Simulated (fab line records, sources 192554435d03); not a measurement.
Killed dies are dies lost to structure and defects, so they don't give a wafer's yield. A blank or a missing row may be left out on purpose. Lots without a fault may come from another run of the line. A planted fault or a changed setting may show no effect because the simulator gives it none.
fab line records | flow n5_finfet
record lots=7 wafers=21
route steps=1938 shown WELL_APT@21 FIN_SAQP@125 STI_FIN_REVEAL@190 SD_EPI_N@275 SD_EPI_P@321 SD_ACTIVATION@331 HKMG_FIN@403 PASSIVATION@1936
start_h: hours from the record's first day to the start of the lot's first wafer shown | wait_h: hours since the lot's step before | " the same as in the row above | L1.1+2: a row that stands for several wafers | - no value, or no start given | * or withheld: withheld | < > ~ a bound
route shown NAME@n: a module of which the file shows steps, and the number in the route of the first | usual: mean/standard deviation of fault-free wafers | same: alike in all rows | chamber/n: place in a boat | sites: the reading at each site | _std_site: their standard deviation | _edge_site: outer sites' mean less inner sites' | radius_mm: how far each site lies from the wafer's centre | mask NAME#n: copy n | behind: the tool/chamber that last shaped the wafer | hold: why the lot was held/for how many hours/how that ended | device: the transistor (n, p or np) that didn't switch | end of line: the same wafers' tests at the end of the route | a step without rows: its recipe alone | killed: dies lost to structure and defects at the first sort, not the wafer's yield | map: a wafer's dies, x killed, . not, _ none there
set.NAME: the setting as run; set.NAME@STEP: as run at that earlier step | model.NAME: the simulator's own value behind a step, which no gauge read
lots whose settings were changed on purpose; a table a step, a row a wafer
## steps
# step N5_WELL_APT_COAT_02
# recipe spin_rpm=1357 resist_thk_nm=950
# columns lot.wafer tool chamber start_h wait_h set.spin_rpm model.coat_of_WELL_APT_COAT_02.thk_nm
L076.3 litho_track-02 0 - - 1357 950.7
L076.4 " 0 " " 1357 952.7
L076.6 " 0 " " 1357 950
L077.1 litho_track-04 0 - - 1357 952.9
L077.2 " 0 " " 1357 952.3
L077.6 " 0 " " 1357 948.2
L079.2 litho_track-04 0 - - 1357 951.1
L079.4 " 0 " " 1357 950.2
L079.6 " 0 " " 1357 951.8
L080.1 litho_track-05 0 - - 1357 952.7
L080.4 " 0 " " 1357 952.3
L080.5 " 0 " " 1357 950.2
L081.2 litho_track-02 0 - - 1357 956.4
L081.3 " 0 " " 1264 989.1
L081.6 " 0 " " 1264 990.3
L084.2 litho_track-05 0 - - 1357 952.3
L084.4 " 0 " " 1357 949.7
L084.6 " 0 " " 1357 949.6
L085.1 litho_track-02 0 - - 1357 953.1
L085.3 " 0 " " 1280 980.8
L085.6 " 0 " " 1357 950.7
# step N5_WELL_APT_EXPOSE_05
# recipe mask_id=NWELL na=0.8 source_shape=conventional sigma_outer=0.8 polarization=unpolarized defocus_nm=0 target_cd_nm=200 dose_mj=20.3
# columns lot.wafer tool chamber start_h wait_h mask set.dose_mj
L076.3+6 krf_scanner-01 0 25.40 - NWELL#0 20.3
L076.4 " 0 " " NWELL#0 20.76
L077.1+2+6 krf_scanner-01 0 31.38 - NWELL#0 20.3
L079.2 krf_scanner-01 0 43.39 - NWELL#0 21.46
L079.4+6 " 0 " " NWELL#0 20.3
L080.1 krf_scanner-01 0 51.01 - NWELL#0 18.96
L080.4+5 " 0 " " NWELL#0 20.3
L081.2+3 krf_scanner-01 0 55.70 - NWELL#0 20.3
L081.6 " 0 " " NWELL#0 21.35
L084.2+6 krf_scanner-02 0 73.39 - NWELL#0 21.4
L084.4 " 0 " " NWELL#0 20.3
L085.1+3+6 krf_scanner-02 0 79.66 - NWELL#0 20.3
# step N5_WELL_APT_PEB_06
# recipe peb_temp_c=130 peb_time_s=90
# step N5_WELL_APT_DEVELOP_07
# recipe develop_time_s=45 rinse_liquid=surfactant_rinse dry=air_spin dev_temp_c=21
# step N5_WELL_APT_HARDBAKE_12
# recipe temp_c=130 time_s=120
# step N5_WELL_APT_CD_MEAS_08
# recipe target_cd_nm=200 landing_energy_ev=500 detector=se_inlens
# usual cd_nm=199.0/2
# columns lot.wafer tool chamber start_h wait_h set.dose_mj@WELL_APT_EXPOSE_05 cd_nm
L076.3 cd_sem-02 0 25.56 - 20.3 200.7
L076.4 " 0 " " 20.76 200.6
L076.6 " 0 " " 20.3 202.0
L077.1 cd_sem-03 0 31.56 - 20.3 199.6
L077.2 " 0 " " 20.3 198.5
L077.6 " 0 " " 20.3 200.2
L079.2 cd_sem-01 0 43.56 - 21.46 206.6
L079.4 " 0 " " 20.3 199.3
L079.6 " 0 " " 20.3 198.7
L080.1 cd_sem-03 0 51.18 - 18.96 186.7
L080.4 " 0 " " 20.3 199.4
L080.5 " 0 " " 20.3 197.2
L081.2 cd_sem-01 0 55.87 - 20.3 198.7
L081.3 " 0 " " 20.3 197.2
L081.6 " 0 " " 21.35 203.1
L084.2 cd_sem-02 0 73.56 - 21.4 206.3
L084.4 " 0 " " 20.3 199.8
L084.6 " 0 " " 21.4 205.8
L085.1 cd_sem-02 0 79.83 - 20.3 196.6
L085.3 " 0 " " 20.3 199.8
L085.6 " 0 " " 20.3 198.4
# step N5_WELL_APT_DESCUM_13
# recipe chemistry=O2 time_s=7.9 source_power_w=50 bias_power_w=20 pressure_mtorr=20 rf_frequency_hz=2.712e+07 temp_c=40 o2_flow_sccm=225
# columns lot.wafer tool chamber start_h wait_h set.dose_mj@WELL_APT_EXPOSE_05 model.WELL_APT.cd_nm
L076.3 rie_diel-05 1 25.65 0.0 20.3 200.9
L076.4 " 0 " " 20.76 200.4
L076.6 " 1 " " 20.3 201.8
L077.1 rie_diel-06 3 31.79 0.2 20.3 199.7
L077.2 " 2 " " 20.3 198.5
L077.6 " 1 " " 20.3 200.4
L079.2 rie_diel-05 3 43.64 0.0 21.46 206.7
L079.4 " 0 " " 20.3 199.1
L079.6 " 1 " " 20.3 198.4
L080.1 rie_diel-06 1 51.55 0.3 18.96 186.8
L080.4 " 2 " " 20.3 199.6
L080.5 " 1 " " 20.3 197.5
L081.2 rie_diel-06 3 55.95 0.0 20.3 198.8
L081.3 " 0 " " 20.3 197.2
L081.6 " 3 " " 21.35 203.1
L084.2 rie_diel-05 1 73.67 0.1 21.4 206.6
L084.4 " 1 " " 20.3 199.6
L084.6 " 2 " " 21.4 206.1
L085.1 rie_diel-06 1 79.99 0.1 20.3 196.8
L085.3 " 0 " " 20.3 200.2
L085.6 " 0 " " 20.3 198.7
# step N5_FIN_SAQP_SPACER1_ALD_24
# recipe material=SiO2 target_thk_a=203 temp_c=300 ald_precursor_family=BDEAS ald_co_reactant=O2-plasma pulse_time_s=1 purge_time_s=2 co_reactant_purge_time_s=2 ald_cycles=218 pressure_torr=2
# columns lot.wafer tool chamber start_h wait_h set.temp_c model.SiO2_of_FIN_SAQP_SPACER1_ALD_24.thk_nm
L076.3+4 ald_sin-02 3,1 34.39 0.1 300 20.2
L076.6 " 1 " " 300 20.4
L077.1+2+6 ald_sin-02 0,3,3 42.04 0.3 300 20.4
L079.2 ald_sin-03 3 53.39 0.3 295.6 20.6
L079.4 " 2 " " 295.6 20.4
L079.6 " 1 " " 300 20.2
L080.1 ald_sin-01 3 60.89 0.3 291 21
L080.4 " 1 " " 300 20.4
L080.5 " 0 " " 300 20.2
L081.2+6 ald_sin-01 3,0 66.46 0.3 300 20.2
L081.3 " 1 " " 300 20.4
L084.2 ald_sin-03 2 84.01 1.1 300 20.2
L084.4+6 " 3 " " 300 20.4
L085.1+3 ald_sin-01 2,0 90.32 1.6 300 20.4
L085.6 " 0 " " 291.4 20.8
# step N5_FIN_SAQP_SPACER1_ETCHBACK_25
# recipe chemistry=CHF3/O2 mode=anisotropic_etchback target=SiO2 target_depth_a=244 time_s=12.2 pressure_mtorr=30 source_w=650 bias_w=170 Ar_flow_sccm=200 CHF3_flow_sccm=50 O2_flow_sccm=5 ion_energy_ev=200
# step N5_FIN_SAQP_MANDREL1_REMOVE_56
# recipe chemistry=HBr/Cl2/O2 bt_time_s=10 target=a-Si stop_on=SiNx endpoint=OES-SiCl over_etch_frac=1 icp_w=600 bias_w=22 HBr_flow_sccm=150 Cl2_flow_sccm=80 O2_flow_sccm=5 pressure_mtorr=10
# columns lot.wafer tool chamber start_h wait_h set.temp_c@FIN_SAQP_SPACER1_ALD_24 model.FIN_SAQP.cd_nm
L076.3+6 rie_si-05 3,2 35.19 0.1 300 20.4
L076.4 " 0 " " 300 20.2
L077.1+6 rie_si-06 0 42.84 0.1 300 20.4
L077.2 " 2 " " 300 20.2
L079.2 rie_si-06 1 54.30 0.1 295.6 20.6
L079.4 " 2 " " 295.6 20.4
L079.6 " 2 " " 300 20.4
L080.1 rie_si-03 2 61.69 0.1 291 21
L080.4+5 " 3,1 " " 300 20.4
L081.2+6 rie_si-03 3 67.27 0.1 300 20.2
L081.3 " 1 " " 300 20.4
L084.2+4+6 rie_si-06 1,3,2 84.82 0.1 300 20.2
L085.1 rie_si-03 0 91.17 0.1 300 20.2
L085.3 " 2 " " 300 20.4
L085.6 " 2 " " 291.4 21
# step N5_STI_FIN_REVEAL_ETCHBACK_08
# recipe chemistry=C4F6/O2 target=SiO2 target_depth_a=305 time_s=10.167 ion_energy_ev=250 pressure_mtorr=30 source_w=345 bias_w=185 Ar_flow_sccm=300 C4F6_flow_sccm=10 O2_flow_sccm=10
# columns lot.wafer tool chamber start_h wait_h set.time_s
L076.3 rie_diel-04 2 45.54 0.1 12.43
L076.4+6 " 3,2 " " 10.167
L077.1+2+6 rie_diel-06 2,0,0 54.50 0.2 10.167
L079.2+6 rie_diel-04 2,0 64.54 0.2 8.567
L079.4 " 0 " " 10.167
L080.1+4+5 rie_diel-04 2,3,0 71.08 0.3 10.167
L081.2+3+6 rie_diel-06 0,3,0 77.33 0.4 10.167
L084.2+6 rie_diel-04 0,1 97.23 0.2 10.82
L084.4 " 1 " " 10.167
L085.1+6 rie_diel-05 2,0 101.68 0.2 8.591
L085.3 " 0 " " 10.167
# step N5_STI_FIN_REVEAL_PRECLEAN_17
# recipe chemistry=NF3:NH3 afs_cycles=1 temp_c=30 time_s=20 sublimation_temp_c=180 sublimation_time_s=60 pressure_torr=3 rf_power_w=30
# columns lot.wafer tool chamber start_h wait_h set.time_s
L076.3+4 remote_plasma-02 0 47.75 0.1 20
L076.6 " 0 " " 15.89
L077.1+2+6 remote_plasma-02 0 56.64 0.0 20
L079.2+4+6 remote_plasma-02 1 66.71 0.1 20
L080.1+5 remote_plasma-02 1 73.75 0.0 20
L080.4 " 1 " " 18.11
L081.2 remote_plasma-01 0 79.51 0.1 20
L081.3+6 " 0 " " 17.73
L084.2+4 remote_plasma-01 1 99.40 0.1 20
L084.6 " 1 " " 16.62
L085.1 remote_plasma-01 1 103.93 0.0 17.48
L085.3+6 " 1 " " 20
# step N5_STI_FIN_REVEAL_ETCH_34
# recipe chemistry=H2 mode=isotropic material=Si target=Si target_depth_a=9.7 temp_c=20 pressure_mtorr=4.5 icp_w=300 bias_w=0 h2_flow_sccm=7.5 he_flow_sccm=142.5
# step N5_STI_FIN_REVEAL_OXIDATION_31
# recipe chemistry=O2_PLASMA_REMOTE temp_c=150 time_s=20 pressure_mtorr=1000 source_power_w=2000 o2_flow_sccm=3000
# step N5_STI_FIN_REVEAL_SRD_23
# recipe dry=ipa_marangoni time_s=30 temp_c=23 rinse_liquid=diw
# step N5_STI_FIN_REVEAL_FIN_H_MEAS_10
# usual trench_depth_nm=52.1/0.82
# columns lot.wafer tool chamber start_h wait_h set.time_s@STI_FIN_REVEAL_ETCHBACK_08 trench_depth_nm
L076.3 ocd-02 - 48.50 0.0 12.43 57.9
L076.4 " - " " 10.167 52.7
L076.6 " - " " 10.167 51.4
L077.1 ocd-01 - 57.49 0.0 10.167 52.1
L077.2 " - " " 10.167 52.1
L077.6 " - " " 10.167 52.7
L079.2 ocd-01 - 67.49 0.0 8.567 46.2
L079.4 " - " " 10.167 52.0
L079.6 " - " " 8.567 46.8
L080.1 ocd-01 - 74.56 0.0 10.167 51.1
L080.4 " - " " 10.167 51.4
L080.5 " - " " 10.167 51.5
L081.2 ocd-02 - 80.31 0.0 10.167 50.2
L081.3 " - " " 10.167 50.3
L081.6 " - " " 10.167 50.5
L084.2 ocd-01 - 100.18 0.0 10.82 54.0
L084.4 " - " " 10.167 51.7
L084.6 " - " " 10.82 53.2
L085.1 ocd-01 - 104.74 0.0 8.591 46.9
L085.3 " - " " 10.167 51.3
L085.6 " - " " 8.591 47.1
# step N5_SD_EPI_N_ETCH_35
# recipe chemistry=N2/H2 target=SOC overetch_a=1080 mask_material=SiARC temp_c=40 ion_energy_ev=100 source_w=3000 bias_w=133 pressure_mtorr=20 time_s=486 n2_flow_sccm=200 h2_flow_sccm=200
# usual rf_vpp_V=240.6/1.4
# columns lot.wafer tool chamber start_h wait_h set.source_w rf_vpp_V
L076.3 rie_diel-05 2 64.21 0.0 3243 234.9
L076.4 " 1 " " 3000 240.9
L076.6 " 2 " " 3243 236.1
L077.1 rie_diel-05 3 69.27 0.0 3000 240.3
L077.2 " 0 " " 3000 242.1
L077.6 " 0 " " 3000 241.5
L079.2 rie_diel-06 2 78.52 0.0 3000 241.8
L079.4 " 3 " " 3000 239.8
L079.6 " 3 " " 3000 241.1
L080.1 rie_diel-04 3 85.85 0.0 3000 240.2
L080.4 " 1 " " 3426 229.9
L080.5 " 2 " " 3000 241.6
L081.2 rie_diel-04 2 91.72 0.0 3000 241.7
L081.3 " 1 " " 3000 241.4
L081.6 " 2 " " 3000 241.5
L084.2 rie_diel-05 2 112.13 0.0 3000 240.5
L084.4 " 0 " " 3000 241.3
L084.6 " 1 " " 3000 238.3
L085.1 rie_diel-04 0 116.50 0.0 3000 242.6
L085.3 " 2 " " 3000 243.1
L085.6 " 1 " " 2578 253.8
# step N5_SD_EPI_N_ETCH_45
# recipe chemistry=CH3F/O2 target=SiOCN target_depth_a=60 mask_material=SOC ion_energy_ev=60 bias_w=29 pressure_mtorr=15 source_w=410 Ar_flow_sccm=150 CH3F_flow_sccm=30 O2_flow_sccm=20
# columns lot.wafer tool chamber start_h wait_h set.target_depth_a model.etch.depth_nm
L076.3 rie_diel-05 2 64.64 0.1 66.91 6.922
L076.4 " 1 " " 60 6.184
L076.6 " 2 " " 60 6.2
L077.1 rie_diel-05 3 69.69 0.1 60 6.325
L077.2 " 0 " " 60 5.917
L077.6 " 0 " " 60 5.896
L079.2 rie_diel-06 2 78.95 0.1 60 6.01
L079.4 " 3 " " 56.22 5.513
L079.6 " 3 " " 56.22 5.531
L080.1 rie_diel-04 3 86.28 0.1 55.69 5.633
L080.4 " 1 " " 55.69 5.602
L080.5 " 2 " " 60 5.871
L081.2 rie_diel-04 2 92.15 0.1 60 5.859
L081.3 " 1 " " 60 5.958
L081.6 " 2 " " 60 5.872
L084.2 rie_diel-05 2 112.56 0.1 60 6.145
L084.4 " 0 " " 60 5.938
L084.6 " 1 " " 60 6.173
L085.1 rie_diel-04 0 116.92 0.1 60 5.984
L085.3 " 2 " " 60 5.874
L085.6 " 1 " " 60 6.039
# step N5_SD_EPI_P_EPI_21
# recipe material=SiGe:B dopant=B temp_c=550 pressure_torr=20 ambient=H2 time_s=355
# columns lot.wafer tool chamber start_h wait_h set.time_s model.SiGe-B_of_SD_EPI_P_EPI_21.thk_nm
L076.3 epi_rpcvd-03 0 71.31 0.8 355 61.2
L076.4 " 0 " " 355 62.2
L076.6 " 0 " " 331.5 57.8
L077.1 epi_rpcvd-03 0 75.71 0.1 355 61.2
L077.2 " 0 " " 355 60.6
L077.6 " 0 77.51 1.8 355 61.4
L079.2+4 epi_rpcvd-01 0 85.95 0.6 355 60.8
L079.6 " 0 87.87 2.4 321.6 56.6
L080.1 epi_rpcvd-01 0 92.73 0.4 301.8 55.2
L080.4 " 0 95.29 2.7 355 61.2
L080.5 " 0 " " 355 61.6
L081.2 epi_rpcvd-04 0 98.04 0.5 419.9 68.6
L081.3 " 0 " " 355 61
L081.6 " 0 99.48 1.8 419.9 68.4
L084.2 epi_rpcvd-04 0 118.30 0.5 336.1 56.8
L084.4+6 " 0 " " 355 60.2
L085.1 epi_rpcvd-04 0 122.97 0.1 355 60.2
L085.3 " 0 " " 384.4 63.8
L085.6 " 0 124.77 1.8 355 59.2
# step N5_SD_EPI_P_EPI_MEAS_23
# recipe mode=xrd
# usual thk_nm=60.9/1.3
# columns lot.wafer tool chamber start_h wait_h set.time_s@SD_EPI_P_EPI_21 thk_nm
L076.3 film_metro-02 - 72.79 1.1 355 61.4
L076.4 " - " " 355 63.4
L076.6 " - " " 331.5 57.2
L077.1 film_metro-02 - 77.90 1.8 355 60.8
L077.2 " - " " 355 61.2
L077.6 " - " " 355 60.8
L079.2 film_metro-02 - 88.38 2.0 355 60.9
L079.4 " - " " 355 60.8
L079.6 " - " " 321.6 55.3
L080.1 film_metro-02 - 97.89 4.3 301.8 53.7
L080.4 " - " " 355 62.6
L080.5 " - " " 355 63.1
L081.2 film_metro-02 - 99.87 1.5 419.9 68.1
L081.3 " - " " 355 61.2
L081.6 " - " " 419.9 66.3
L084.2 film_metro-02 - 120.14 1.5 336.1 57.9
L084.4 " - " " 355 58.6
L084.6 " - " " 355 59.8
L085.1 film_metro-02 - 125.17 1.8 355 61.2
L085.3 " - " " 384.4 63.1
L085.6 " - " " 355 57.6
# step N5_SD_ACTIVATION_LSA_01
# recipe temp_c=1080 time_s=0.0008 ambient=N2
# usual wafer_temp_C_max=1086.2/2.1
# columns lot.wafer tool chamber start_h wait_h set.temp_c wafer_temp_C_max
L076.3 laser_anneal-01 0 73.32 0.2 1080 1084.0
L076.4 " 0 " " 1098 1103.0
L076.6 " 0 " " 1098 1104.4
L077.1 laser_anneal-02 0 78.61 0.3 1080 1088.0
L077.2 " 0 " " 1080 1088.2
L077.6 " 0 " " 1080 1087.2
L079.2 laser_anneal-02 0 88.83 0.2 1056 1061.7
L079.4 " 0 " " 1056 1062.1
L079.6 " 0 " " 1056 1066.9
L080.1 laser_anneal-01 0 98.29 0.2 1069 1073.9
L080.4 " 0 " " 1069 1075.3
L080.5 " 0 " " 1069 1072.4
L081.2 laser_anneal-02 0 100.48 0.2 1080 1087.2
L081.3 " 0 " " 1080 1088.0
L081.6 " 0 " " 1080 1088.1
L084.2 laser_anneal-01 0 120.57 0.2 1080 1085.0
L084.4 " 0 " " 1080 1084.8
L084.6 " 0 " " 1080 1084.7
L085.1 laser_anneal-02 0 125.58 0.2 1080 1087.6
L085.3 " 0 " " 1060 1067.5
L085.6 " 0 " " 1060 1067.6
# step N5_SD_ACTIVATION_RS_MEAS_03
# recipe thk_meas_gauge=four-point-probe
# usual RS_SD_N=21.96/0.28 RS_SD_P=56.1/0.95
# columns lot.wafer tool chamber start_h wait_h set.time_s@SD_EPI_P_EPI_21 set.temp_c@SD_ACTIVATION_LSA_01 RS_SD_N[ohm/sq] RS_SD_P[ohm/sq]
L076.3 film_metro-02 - 73.50 0.2 355 1080 22.09 56.6
L076.4 " - " " 355 1098 20.68 55.2
L076.6 " - " " 331.5 1098 20.07 59.3
L077.1 film_metro-02 - 78.81 0.2 355 1080 22.14 55.7
L077.2 " - " " 355 1080 22.09 56.8
L077.6 " - " " 355 1080 22.22 55.5
L079.2 film_metro-01 - 89.02 0.2 355 1056 24.40 57.1
L079.4 " - " " 355 1056 24.33 57.6
L079.6 " - " " 321.6 1056 24.29 61.3
L080.1 film_metro-02 - 98.49 0.2 301.8 1069 23.76 62.0
L080.4 " - " " 355 1069 23.71 56.0
L080.5 " - " " 355 1069 23.34 55.8
L081.2 film_metro-02 - 100.67 0.2 419.9 1080 22.57 50.6
L081.3 " - " " 355 1080 22.64 56.9
L081.6 " - " " 419.9 1080 22.45 50.6
L084.2 film_metro-02 - 120.78 0.2 336.1 1080 22.02 60.2
L084.4 " - " " 355 1080 22.11 55.8
L084.6 " - " " 355 1080 22.10 56.1
L085.1 film_metro-02 - 125.79 0.2 355 1080 21.51 56.6
L085.3 " - " " 384.4 1060 23.73 54.1
L085.6 " - " " 355 1060 23.72 58.1
# step N5_HKMG_FIN_ETCH_55
# recipe chemistry=N2/H2 target=SOC target_depth_a=2400 temp_c=40 time_s=300 ion_energy_ev=200 mask_material=SiARC pressure_mtorr=30 source_w=840 bias_w=150 n2_flow_sccm=200 h2_flow_sccm=200
# usual rf_vpp_V=523.8/2.4
# columns lot.wafer tool chamber start_h wait_h set.bias_w rf_vpp_V model.SiARC_of_HKMG_FIN_COAT_42.thk_nm
L076.3 rie_diel-05 0 86.69 0.0 150 525.0 21.4
L076.4 " 1 " " 150 519.5 20.8
L076.6 " 2 " " 138.6 498.5 21.6
L077.1 rie_diel-05 2 92.42 0.0 150 525.0 20.6
L077.2 " 0 " " 150 524.0 21.2
L077.6 " 1 " " 150 521.2 20.8
L079.2 rie_diel-06 3 104.85 0.0 150 523.8 21.6
L079.4 " 0 " " 150 523.0 21.6
L079.6 " 1 " " 150 519.1 21.2
L080.1 rie_diel-04 1 112.22 0.0 150 524.8 21.8
L080.4 " 3 " " 150 522.5 20.8
L080.5 " 3 " " 150 521.2 20.8
L081.2 rie_diel-05 2 113.87 0.0 160.4 546.4 19
L081.3 " 0 " " 160.4 545.5 20
L081.6 " 2 " " 150 524.5 20.4
L084.2 rie_diel-05 0 134.44 0.0 168.4 563.4 19.2
L084.4 " 3 " " 168.4 563.5 17.8
L084.6 " 1 " " 150 521.9 21
L085.1 rie_diel-04 0 139.38 0.0 129.8 481.4 23.6
L085.3 " 1 " " 129.8 478.8 23.8
L085.6 " 3 " " 150 519.1 20.4
# step N5_HKMG_FIN_CVD_62
# recipe material=a-Si target_thk_a=30 temp_c=500 precursor=Si2H6 pressure_torr=1 time_s=20.8
# columns lot.wafer tool chamber start_h wait_h set.temp_c model.a-Si_of_HKMG_FIN_CVD_62.thk_nm
L076.3 thermal_cvd_si-02 0 88.33 0.2 500 3
L076.4+6 " 2,0 " " 510 4
L077.1+6 thermal_cvd_si-01 1,0 94.06 0.2 500 3
L077.2 " 2 " " 500 2.8
L079.2+6 thermal_cvd_si-01 2,0 106.51 0.2 507.4 3.6
L079.4 " 2 " " 500 2.8
L080.1 thermal_cvd_si-02 1 113.95 0.2 500 2.8
L080.4+5 " 0,2 " " 500 3
L081.2 thermal_cvd_si-01 1 115.50 0.2 521.6 5.6
L081.3+6 " 0,2 " " 500 3
L084.2 thermal_cvd_si-02 1 136.08 0.2 500 3
L084.4 " 2 " " 478.8 1.8
L084.6 " 1 " " 478.8 1.6
L085.1+3 thermal_cvd_si-01 1,0 141.02 0.2 484.5 2
L085.6 " 1 " " 500 2.8
# step N5_PASSIVATION_PROBE_49
# usual sort_yield_pct=91.6/1.2
# columns lot.wafer tool chamber start_h wait_h set.time_s@STI_FIN_REVEAL_ETCHBACK_08 sort_yield_pct[%]
L076.3 prober-01 - 292.41 0.1 12.43 91.1
L076.4 prober-01 - 292.46 0.2 10.167 0
L076.6 prober-01 - 292.56 0.3 10.167 0
L080.1 prober-01 - 309.26 0.0 10.167 91.9
L080.4 prober-01 - 309.41 0.2 10.167 91.8
L080.5 prober-01 - 309.46 0.2 10.167 92.2
L079.2 prober-01 - 316.21 0.1 8.567 0
L079.4 prober-01 - 316.31 0.2 10.167 91.9
L079.6 prober-01 - 316.41 0.3 8.567 0
L077.1 prober-02 - 317.59 0.0 10.167 92.0
L077.2 prober-02 - 317.64 0.1 10.167 92.4
L077.6 prober-02 - 317.84 0.3 10.167 90.8
L081.2 prober-02 - 323.84 0.1 10.167 0
L081.3 prober-02 - 323.89 0.1 10.167 22.7
L081.6 prober-02 - 324.04 0.3 10.167 23.1
L084.2 prober-01 - 339.81 0.1 10.82 93.6
L084.4 prober-01 - 339.91 0.2 10.167 91.1
L084.6 prober-01 - 340.01 0.3 10.82 93.1
L085.1 prober-02 - 350.93 0.0 8.591 15.9
L085.3 prober-02 - 351.03 0.1 10.167 92.0
L085.6 prober-02 - 351.18 0.3 8.591 2.5
## key
split step=N5_WELL_APT_COAT_02 setting=spin_rpm stated=1357 by=wafer
response step=N5_WELL_APT_COAT_02 reading=model.coat_of_WELL_APT_COAT_02.thk_nm change=-4.96 per=1% r=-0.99
split step=N5_WELL_APT_EXPOSE_05 setting=dose_mj stated=20.3 by=wafer
response step=N5_WELL_APT_CD_MEAS_08 reading=cd_nm change=+1.3 per=1% r=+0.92
response step=N5_WELL_APT_DESCUM_13 reading=model.WELL_APT.cd_nm change=+1.34 per=1% r=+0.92
split step=N5_FIN_SAQP_SPACER1_ALD_24 setting=temp_c stated=300 by=wafer
response step=N5_FIN_SAQP_SPACER1_ALD_24 reading=model.SiO2_of_FIN_SAQP_SPACER1_ALD_24.thk_nm change=-0.19 per=1% r=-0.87
response step=N5_FIN_SAQP_MANDREL1_REMOVE_56 reading=model.FIN_SAQP.cd_nm change=-0.204 per=1% r=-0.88
split step=N5_STI_FIN_REVEAL_ETCHBACK_08 setting=time_s stated=10.167 by=wafer
response step=N5_STI_FIN_REVEAL_FIN_H_MEAS_10 reading=trench_depth_nm change=+0.287 per=1% r=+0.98
response step=N5_PASSIVATION_PROBE_49 reading=sort_yield_pct slope=+4.66 per=1% together_with=none explained=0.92
split step=N5_STI_FIN_REVEAL_PRECLEAN_17 setting=time_s stated=20 by=wafer
response none clear
split step=N5_SD_EPI_N_ETCH_35 setting=source_w stated=3000 by=wafer
response step=N5_SD_EPI_N_ETCH_35 reading=rf_vpp_V change=-0.762 per=1% r=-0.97
split step=N5_SD_EPI_N_ETCH_45 setting=target_depth_a stated=60 by=wafer
response step=N5_SD_EPI_N_ETCH_45 reading=model.etch.depth_nm change=+0.0594 per=1% r=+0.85
split step=N5_SD_EPI_P_EPI_21 setting=time_s stated=355 by=wafer
response step=N5_SD_EPI_P_EPI_21 reading=model.SiGe-B_of_SD_EPI_P_EPI_21.thk_nm change=+0.441 per=1% r=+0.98
response step=N5_SD_EPI_P_EPI_MEAS_23 reading=thk_nm change=* per=1% r=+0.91
response step=N5_SD_ACTIVATION_RS_MEAS_03 reading=RS_SD_P change=-0.401 per=1% r=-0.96
split step=N5_SD_ACTIVATION_LSA_01 setting=temp_c stated=1080 by=wafer
response step=N5_SD_ACTIVATION_LSA_01 reading=wafer_temp_C_max change=* per=1% r=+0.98
response step=N5_SD_ACTIVATION_RS_MEAS_03 reading=RS_SD_N change=-1.12 per=1% r=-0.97
split step=N5_HKMG_FIN_ETCH_55 setting=bias_w stated=150 by=wafer
response step=N5_HKMG_FIN_ETCH_55 reading=rf_vpp_V change=+3.12 per=1% r=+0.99
response step=N5_HKMG_FIN_ETCH_55 reading=model.SiARC_of_HKMG_FIN_COAT_42.thk_nm change=-0.195 per=1% r=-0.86
split step=N5_HKMG_FIN_CVD_62 setting=temp_c stated=500 by=wafer
response step=N5_HKMG_FIN_CVD_62 reading=model.a-Si_of_HKMG_FIN_CVD_62.thk_nm change=+0.427 per=1% r=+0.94
